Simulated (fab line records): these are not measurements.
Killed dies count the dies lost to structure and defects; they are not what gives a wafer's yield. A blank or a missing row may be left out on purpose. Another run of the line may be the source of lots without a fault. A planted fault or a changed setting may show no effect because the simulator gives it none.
fab line records	flow n5Finfet	part 2 of 2: steps 5 to 6 of 6
record lots=22	wafers=66	lastDay=20
route steps=1938 shown WELL_APT@31 FIN_CUT@168 STI_FIN_REVEAL@196
lots that met no fault: from a run of the same line without faults
startH: the number of hours between the record's first day and the start of the first shown wafer of the lot	waitH: time in hours since the lot's previous step	" repeats the value in the row above	L1.1+2: several wafers, shown together as one row	- no value, or no start was given	* or withheld: withheld	< > ~ a bound
route shown NAME@n: NAME is a module with steps in the file, n the number in the route of the first one	usual: mean and standard deviation over wafers with no fault	same: alike in all rows	chamber/n: place in a boat	sites: the reading at each site	_std_site: the values' standard deviation	_edge_site: outer sites' mean less inner sites'	radiusMm: for every site, how far away it sits from the centre of the wafer	mask NAME#n: copy n	behind: the last tool/chamber to shape the wafer	hold: why the lot was held/for how many hours/how that ended	device: whichever transistor did not switch (one of n, p or np)	end of line: tests of these same wafers at the route's end	a step given without rows: its recipe and nothing more	killed: dies that structure and defects cost at the first sort, which is not the same as the wafer's yield	map: a wafer's dies, marking killed ones x, the rest . and places with no die _
set.NAME: setting as actually run; set.NAME@STEP: the setting as run at that earlier step	model.NAME: the simulator's own value behind a step, which no gauge read
one table for each step of the route and one row for each wafer, over a sample of lots
services: the hour from which a tool's chamber was out of use, counted from the record's first day as startH (under 0 if before that day), plus the number of hours and why
## steps
# step N5_FIN_CUT_STRIP_22
# recipe chemistry=N2/H2	powerW=500	tempC=40	pressureMtorr=50	rfFrequencyHz=6e+07	overashFraction=0.3	biasPowerW=8	h2Frac=0.5	n2FlowSccm=300	h2FlowSccm=300
# usual drypumpMotorCurrentA=5.7/0.38	oesProductAu=0.77/0.087	rfVppV=54.5/2.3	showerheadPlenumPTorr=3.35/0.1	throttleValvePct=19.11/0.27
lot.wafer	tool	chamber	startH	waitH	drypumpMotorCurrentA	oesProductAu	rfHoursCounterH	rfVppV	showerheadPlenumPTorr	throttleValvePct
L074.2	rieDiel-02	3	28.78	0.1	5.9	0.76	133	55.9	3.24	19.17
L074.5	"	0	"	"	4.8	0.70	-	60.6	3.46	19.26
L074.6	"	1	"	"	5.6	0.79	-	53.7	3.25	19.19
L075.2	rieDiel-02	3	35.99	0.0	5.9	0.76	135	53.4	3.24	19.11
L075.3	"	0	"	"	4.8	0.71	212	55.2	3.45	19.29
L075.4	"	1	"	"	5.6	0.79	119	51.6	3.24	19.19
L076.1	rieDiel-05	3	40.73	0.0	6.4	0.80	118	52.5	3.36	19.12
L076.2	"	0	"	"	5.8	0.72	175	51.9	3.34	18.90
L076.4	"	1	"	"	5.4	1.02	0	55.4	3.44	18.78
L077.1	rieDiel-05	3	45.57	0.1	6.4	0.80	120	55.2	3.36	19.12
L077.2	"	1	"	"	5.4	1.01	1	53.2	3.44	18.77
L077.5	"	1	"	"	5.4	1.00	-	57.0	3.44	18.80
L078.1	rieDiel-02	2	52.15	0.0	6.0	0.91	24	53.5	3.29	18.93
L078.3	"	0	"	"	4.8	0.71	215	50.0	3.45	19.29
L078.5	"	2	"	"	6.1	0.91	-	55.1	3.29	18.93
L079.3	rieDiel-03	0	57.96	0.2	6.0	0.86	57	55.5	3.55	19.26
L079.5	"	3	"	"	5.5	0.75	-	54.2	3.50	18.84
L079.6	"	0	"	"	5.9	0.86	-	53.0	3.55	19.30
L080.3	rieDiel-03	1	62.99	0.1	5.8	0.76	146	57.0	3.36	19.69
L080.5	"	1	"	"	5.7	0.78	-	52.3	3.36	19.70
L080.6	"	2	"	"	5.7	0.72	-	54.1	3.22	18.86
L083.1	rieDiel-03	2	83.69	0.1	5.7	0.71	175	52.6	3.22	18.79
L083.4	"	3	"	"	5.5	0.73	146	54.6	3.50	18.86
L083.6	"	2	"	"	5.7	0.72	-	49.4	3.22	18.84
L084.1	rieDiel-05	0	87.39	0.0	5.8	0.71	189	53.3	3.33	18.92
L084.2	"	3	"	"	6.3	0.79	134	55.4	3.35	19.15
L084.4	"	2	"	"	6.2	0.68	243	50.5	3.31	19.03
L085.2	rieDiel-05	1	94.09	0.1	5.4	0.93	17	57.0	3.44	18.79
L085.3	"	0	"	"	5.8	0.71	191	53.0	3.33	18.94
L085.6	"	2	"	"	6.2	0.67	-	55.0	3.31	19.00
L086.1	rieDiel-05	1	104.45	0.2	5.4	0.95	22	55.0	3.43	18.78
L086.4	"	2	"	"	6.2	0.67	-	56.0	3.31	18.98
L086.6	"	1	"	"	5.4	0.95	-	53.2	3.43	18.79
L087.2	rieDiel-02	1	106.51	0.1	5.6	0.76	142	56.3	3.23	19.23
L087.3	"	3	"	"	5.9	0.75	158	51.4	3.23	19.26
L087.5	"	1	"	"	5.6	0.76	-	53.2	3.23	19.22
L088.2	rieDiel-02	3	111.33	0.0	5.9	0.74	160	51.7	3.23	19.22
L088.4	"	0	"	"	4.8	0.69	-	53.0	3.44	19.32
L088.5	"	3	"	"	5.9	0.76	-	52.8	3.23	19.18
L089.2	rieDiel-02	0	117.63	0.1	4.8	0.68	235	55.8	3.44	19.31
L089.4	"	3	"	"	5.9	0.74	-	55.3	3.23	19.20
L089.5	"	2	"	"	6.1	0.89	-	52.9	3.28	18.95
L090.1	rieDiel-03	3	123.55	0.0	5.5	0.74	159	50.1	3.49	18.88
L090.4	"	0	"	"	5.9	0.84	75	59.6	3.54	19.33
L090.5	"	1	"	"	5.7	0.74	-	55.0	3.35	19.74
L091.1	rieDiel-03	0	129.36	0.0	6.0	0.82	77	55.7	3.54	19.34
L091.4	"	3	"	"	5.5	0.71	161	55.3	3.49	18.94
L091.6	"	1	"	"	5.7	0.74	-	59.3	3.35	19.70
L092.1	rieDiel-03	3	136.16	0.0	5.5	0.72	164	54.9	3.49	18.87
L092.2	"	0	"	"	6.0	0.83	80	56.2	3.54	19.28
L092.5	"	3	"	"	5.5	0.73	-	54.4	3.49	18.91
L093.1	rieDiel-05	3	143.64	0.1	6.3	0.75	144	54.4	3.35	19.17
L093.3	"	0	"	"	5.8	0.70	208	56.6	3.32	18.99
L093.5	"	0	"	"	5.8	0.68	-	54.7	3.32	18.96
L094.1	rieDiel-03	0	167.74	0.1	5.9	0.80	91	57.2	3.53	19.32
L094.4	"	1	"	"	5.7	0.74	181	54.9	3.34	19.75
L094.5	"	3	"	"	5.5	0.71	-	49.8	3.48	18.96
L095.1	rieDiel-03	3	170.18	0.2	5.5	0.71	176	57.7	3.48	18.93
L095.2	"	2	"	"	5.7	0.70	206	56.3	3.21	18.90
L095.4	"	0	"	"	5.9	0.81	92	54.8	3.53	19.35
L096.1	rieDiel-02	0	170.62	0.1	4.8	0.68	249	53.9	3.43	19.37
L096.2	"	1	"	"	5.6	0.75	154	54.5	3.23	19.27
L096.3	"	2	"	"	6.1	0.87	58	52.9	3.27	18.97
L097.4	rieDiel-02	1	171.08	0.1	5.6	0.74	154	53.2	3.23	19.31
L097.5	"	3	"	"	5.9	0.75	-	54.5	3.22	19.21
L097.6	"	2	"	"	6.1	0.87	-	56.4	3.27	19.00
# step N5_STI_FIN_REVEAL_RECESS_09
# recipe chemistry=HF/NH3	target=SiO2	afsCycles=11	targetDepthA=425	tempC=30	sublimationTempC=180	sublimationTimeS=60
# usual drypumpMotorCurrentA=5.89/0.18
lot.wafer	tool	chamber	startH	waitH	drypumpMotorCurrentA
L074.2	vaporEtch-01	1	35.07	0.0	5.89
L074.5	"	1	36.13	1.1	5.90
L074.6	"	0	"	"	6.18
L075.2	vaporEtch-02	0	42.81	0.0	5.67
L075.3	"	0	"	"	5.67
L075.4	"	1	"	"	5.96
L076.1	vaporEtch-01	1	48.25	0.0	5.89
L076.2	"	0	"	"	6.17
L076.4	"	0	"	"	6.12
L077.1	vaporEtch-02	0	52.98	0.0	5.65
L077.2	"	1	"	"	5.96
L077.5	"	0	54.04	1.1	5.66
L078.1	vaporEtch-01	0	58.34	0.0	6.18
L078.3	"	0	"	"	6.16
L078.5	"	1	"	"	5.88
L079.3	vaporEtch-02	0	64.63	0.6	5.66
L079.5	"	0	"	"	5.65
L079.6	"	1	"	"	5.96
L080.3	vaporEtch-02	1	69.75	0.6	5.97
L080.5	"	0	"	"	5.67
L080.6	"	1	"	"	5.97
L083.1	vaporEtch-02	0	89.77	0.0	5.64
L083.4	"	0	"	"	5.67
L083.6	"	0	"	"	5.65
L084.1	vaporEtch-01	1	94.78	0.0	5.87
L084.2	"	0	"	"	6.15
L084.4	"	0	"	"	6.17
L085.2	vaporEtch-01	1	100.37	0.0	5.89
L085.3	"	0	"	"	6.15
L085.6	"	0	"	"	6.18
L086.1	vaporEtch-01	0	110.54	0.0	6.12
L086.4	"	0	"	"	6.17
L086.6	"	0	"	"	6.14
L087.2	vaporEtch-02	0	112.63	0.1	5.66
L087.3	"	1	"	"	5.96
L087.5	"	1	"	"	5.92
L088.2	vaporEtch-02	1	117.43	0.0	5.96
L088.4	"	0	"	"	5.66
L088.5	"	1	"	"	5.97
L089.2	vaporEtch-02	0	124.89	0.1	5.67
L089.4	"	1	"	"	5.95
L089.5	"	1	"	"	5.97
L090.1	vaporEtch-02	0	129.64	0.0	5.67
L090.4	"	1	"	"	5.95
L090.5	"	0	"	"	5.67
L091.1	vaporEtch-01	0	135.50	0.0	6.17
L091.4	"	1	"	"	5.88
L091.6	"	1	"	"	5.90
L092.1	vaporEtch-02	1	142.27	0.0	5.96
L092.2	"	0	"	"	5.67
L092.5	"	0	143.33	1.1	5.65
L093.1	vaporEtch-02	1	149.72	0.0	5.95
L093.3	"	1	"	"	5.96
L093.5	"	0	"	"	5.65
L094.1	vaporEtch-02	0	173.87	0.0	5.65
L094.4	"	0	"	"	5.65
L094.5	"	1	"	"	5.94
L095.1	vaporEtch-02	1	176.27	0.0	5.94
L095.2	"	0	"	"	5.68
L095.4	"	0	"	"	5.68
L096.1	vaporEtch-02	1	177.86	0.2	5.97
L096.2	"	0	"	"	5.67
L096.3	"	1	"	"	5.95
L097.4	vaporEtch-01	1	178.48	0.6	5.89
L097.5	"	1	"	"	5.90
L097.6	"	0	"	"	6.16
## services
tool	chamber	startH	hours	kind
rieDiel-05	-	1.12	0.1	repair
rieDiel-03	1	2.61	9.5	repair
rieDiel-03	2	4.71	7.2	repair
rieDiel-02	0	12.34	13.6	repair
rieDiel-03	-	13.33	14.6	pm
vaporEtch-01	-	15.68	0.7	repair
rieDiel-05	1	21.46	-	clean
rieDiel-05	1	21.46	-	consumableReplace:focusRing
rieDiel-05	1	21.46	18.7	scheduledDown
rieDiel-02	0	44.84	6.4	repair
vaporEtch-01	-	60.03	15.6	pm
rieDiel-05	3	93.94	21.0	repair
rieDiel-04	1	106.06	2.9	repair
rieDiel-02	1	107.68	15.5	repair
rieDiel-02	2	107.69	2.9	repair
vaporEtch-01	-	112.66	2.8	pm
rieDiel-02	-	151.09	15.6	pm
rieDiel-06	-	152.62	0.9	repair
rieDiel-05	-	153.22	28.1	pm
rieDiel-01	0	161.28	4.4	repair
rieDiel-02	0	173.56	-	clean
rieDiel-02	0	173.56	-	consumableReplace:focusRing
rieDiel-02	0	173.56	25.7	scheduledDown
rieDiel-02	0	173.56	25.7	ventCycle
